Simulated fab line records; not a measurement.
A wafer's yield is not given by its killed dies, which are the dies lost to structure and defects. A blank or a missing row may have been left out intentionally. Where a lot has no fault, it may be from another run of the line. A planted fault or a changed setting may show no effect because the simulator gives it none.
Split-lot experiment | flow n5Finfet | route with 1938 steps; 7 lots, 21 wafers read

== ABOUT THE SPLIT ==
At N5_GATE_CUT_EXPOSE_10 (exposes mask GATE CUT, target cd 20 nm), the setting doseMj was moved away from the recipe's 43.25 on 5 of the 21 wafers read, by -6.5% to +3.4%. All remaining wafers had this setting at the recipe value.

== FROM THE SPLIT TO THE READING: what the file shows between them, 2 steps ==
- N5_GATE_CUT_PEB_11: peb time 60 s
- N5_GATE_CUT_DEVELOP_12: develop time 30 s

== THE READING ==
cdNm (nm) at N5_GATE_CUT_CD_MEAS_13, where the cd target is 20 nm. On this fab line, fault-free wafers typically give 20.02 nm with a standard deviation of 0.25 nm.

wafer  | tool, chamber at the split | doseMj as run | against the recipe | cdNm, nm | against lot-mates on the recipe
L074.1 | euvScanner-02, 0           | 43.25         | recipe             | 19.60    | -
L074.2 | euvScanner-02, 0           | 43.25         | recipe             | 19.97    | -
L074.3 | euvScanner-02, 0           | 43.25         | recipe             | 20.36    | -
L075.1 | euvScanner-02, 0           | 43.25         | recipe             | 20.11    | -
L075.3 | euvScanner-02, 0           | 43.25         | recipe             | 19.73    | -
L075.5 | euvScanner-02, 0           | 43.25         | recipe             | 19.74    | -
L081.2 | euvScanner-02, 0           | 43.25         | recipe             | 20.26    | -
L081.3 | euvScanner-02, 0           | 40.59         | -6.2%              | 18.32    | -1.95
L081.4 | euvScanner-02, 0           | 43.25         | recipe             | 20.28    | -
L084.3 | euvScanner-02, 0           | 43.25         | recipe             | 20.09    | -
L084.4 | euvScanner-02, 0           | 43.25         | recipe             | 19.98    | -
L084.6 | euvScanner-02, 0           | 40.43         | -6.5%              | 18.30    | -1.73
L085.1 | euvScanner-02, 0           | 42.2          | -2.4%              | 19.63    | -0.53
L085.2 | euvScanner-02, 0           | 43.25         | recipe             | 19.95    | -
L085.6 | euvScanner-02, 0           | 43.25         | recipe             | 20.36    | -
L092.2 | euvScanner-02, 0           | 43.25         | recipe             | 20.22    | -
L092.3 | euvScanner-02, 0           | 44.5          | +2.9%              | 20.56    | +0.28
L092.5 | euvScanner-02, 0           | 43.25         | recipe             | 20.34    | -
L094.2 | euvScanner-01, 0           | 43.25         | recipe             | 19.83    | -
L094.3 | euvScanner-01, 0           | 43.25         | recipe             | 19.89    | -
L094.6 | euvScanner-01, 0           | 44.7          | +3.4%              | 20.84    | +0.98

THE FIT
A straight line over all 21 wafers: cdNm changes by +0.255 nm for each +1% of doseMj; r = +0.93; the points scatter about the line by 0.23 nm.
The same after taking each lot's own level away (the mean of its wafers on the recipe; 21 wafers): +0.269 nm for each +1%; r = +0.95; scatter 0.21 nm.
According to that fit, moving doseMj by its largest amount changes the reading by 1.8 nm.
Measured against the standard deviation above, the lots' own levels, which go from 19.860 to 20.280 nm, span 1.7 times it.
The two slopes agree, so the slope changes little with the lot-to-lot level.
Check: with one of the wafers moved furthest among these (-6.5%) left out of the fit, the line predicts -1.81 nm for it against its lot-mates. It came out at -1.73 nm against them.

== THE WHOLE CHAIN: every reading that the file lists as answering this split, in the file's order ==
step                   | what it does                                                       | reading                                                        | change (the file's fit)               | r (the file's)
N5_GATE_CUT_CD_MEAS_13 | target cd 20 nm                                                    | cdNm                                                           | +0.272 nm for each +1% of the setting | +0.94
N5_GATE_CUT_DESCUM_18  | chemistry O2, time 7 s                                             | GATE_CUT.cdNm (the simulator's own value, which no gauge read) | +0.26 nm for each +1% of the setting  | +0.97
N5_GATE_CUT_ETCH_37    | etches SOC in N2/H2, target depth 60 nm, overetch 12 nm, time 90 s | GATE_CUT.cdNm (the simulator's own value, which no gauge read) | +0.279 nm for each +1% of the setting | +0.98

== THE FILE'S OWN FIT ==
cdNm changes by +0.272 nm for each +1% of doseMj, r = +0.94.
